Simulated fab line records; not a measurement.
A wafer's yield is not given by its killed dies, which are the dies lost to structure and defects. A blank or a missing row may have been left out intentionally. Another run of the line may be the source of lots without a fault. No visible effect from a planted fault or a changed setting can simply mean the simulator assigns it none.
Comparing a struck lot with a sound one -- flow nandHarc -- 14 steps out of a route of 1159
Sound: these wafers, L306.1, L306.4, L306.6. Struck: wafer L322.6. (L322.2, L322.5 of the same lot were not struck and are left out.) The cause comes at the end.
Order at every step that has rows: each side's tool, ch and its chambers, its first start. Under that, the readings that differ: sound wafers -- struck wafers -- difference of the means -- sigmas: that difference in standard deviations of wafers without a fault.
alike: readings whose means differ by less than 2 such deviations, and words and numbers that are the same on both sides. not compared: withheld readings, readings that some wafer has no value for, bounds like >300 that may hide the same value, and numbers for which the record gives no deviation and whose values overlap.
The two part at a step that has a row with sigmas, a row that says differs or no value, or rows on one side only. Non-overlapping numbers with no deviation appear without sigmas and do not part them. A reading that every wafer of one side lacks parts them only if that side has two wafers or more.

first, 1 step without rows for these wafers: NHARC_A_STAIRCASE_TRIM_222 (chemistry O2, time 211.2 s).
NHARC_A_STAIRCASE_ETCH_223: etches the open film in C4F8/O2, target depth 100 nm, time 40.5 s.
  sound: rieDiel-07 ch 1,2,3; struck: rieDiel-03 ch 2
reading,sound,struck,difference,sigmas
rfVppV (V),897 896 892,903,+8,+2
  alike: chamberPressureMTorr, oesProductAu
  not compared: rfHoursCounterH
then, 1 step without rows for these wafers: NHARC_A_STAIRCASE_TRIM_224 (chemistry O2, time 211.2 s).
NHARC_A_STAIRCASE_ETCH_225: etches the open film in C4F8/O2, target depth 100 nm, time 40.5 s.
  sound: rieDiel-07 ch 0,2,3; struck: rieDiel-03 ch 0
  alike: chamberPressureMTorr, oesProductAu, rfVppV
  not compared: rfHoursCounterH
NHARC_A_STAIRCASE_TRIM_226: chemistry O2, time 211.2 s.
  sound: rieDiel-07 ch 0,2,3; struck: rieDiel-03 ch 3
reading,sound,struck,difference,sigmas
drypumpMotorCurrentA (A),6.2 5.3 5.1,6.8,+1.3,+2
rfVppV (V),58.0 58.2 58.4,56.4,-1.8,-2
  alike: chamberPressureMTorr, oesProductAu, showerheadPlenumPTorr, throttleValvePct
  not compared: rfHoursCounterH
then, 1 step without rows for these wafers: NHARC_A_STAIRCASE_ETCH_227 (etches the open film in C4F8/O2, target depth 100 nm, time 40.5 s).
NHARC_A_STAIRCASE_TRIM_229: chemistry O2, time 211.2 s.
  sound on rieDiel-07 ch 0,1,3, day 11 12:07; struck on rieDiel-07 ch 0, day 15 10:37
  alike: chamberPressureMTorr, drypumpMotorCurrentA, oesProductAu, rfVppV, showerheadPlenumPTorr, throttleValvePct
  not compared: rfHoursCounterH
NHARC_A_STAIRCASE_ETCH_230: etches the open film in C4F8/O2, target depth 100 nm, time 40.5 s.
  sound: rieDiel-07 ch 2,3; struck: rieDiel-07 ch 3
  alike: chamberPressureMTorr, oesProductAu, rfVppV
  not compared: rfHoursCounterH
then, 3 steps without rows for these wafers: NHARC_A_STAIRCASE_TRIM_231 (chemistry O2, time 211.2 s); NHARC_A_STAIRCASE_ETCH_232 (etches the open film in C4F8/O2, target depth 100 nm, time 40.5 s); NHARC_A_STAIRCASE_TRIM_233 (chemistry O2, time 211.2 s).
NHARC_A_STAIRCASE_ETCH_234: etches the open film in C4F8/O2, target depth 100 nm, time 40.5 s.
  sound on rieDiel-07 ch 2,3, day 11 12:46; struck on rieDiel-07 ch 3, day 15 11:26
reading,sound,struck,difference,sigmas
oesProductAu (a.u.),0.942 0.950 0.947,1.055,+0.109,+8
  alike: chamberPressureMTorr, rfVppV
  not compared: rfHoursCounterH
then, 1 step without rows for these wafers: NHARC_A_STAIRCASE_TRIM_235 (chemistry O2, time 211.2 s).
-- the record jumps here: 9 days lie between the struck wafers' starts before and after (it left off in module A_STAIRCASE and takes up again in module END, whose first step shown is number 1159 of the route) --
NHARC_END_SORT_01:
  sound on prober-01 ch 0, day 20 04:20; struck on prober-01 ch 0, day 24 09:53
reading,sound,struck,difference,sigmas
hold,- - -,awaitDispo/1.6h/release,no value on the sound wafers,
killedAtArray,31 26 36,364,+333,+33
killedDies,35 27 42,368,+333,+30
  alike: killedAtOther, killedAtPeriphery, killedOpen, killedShort

WHERE THEY PART
First at NHARC_A_STAIRCASE_ETCH_223; last, within this record, at NHARC_END_SORT_01.

WHY: whatever the simulator had introduced
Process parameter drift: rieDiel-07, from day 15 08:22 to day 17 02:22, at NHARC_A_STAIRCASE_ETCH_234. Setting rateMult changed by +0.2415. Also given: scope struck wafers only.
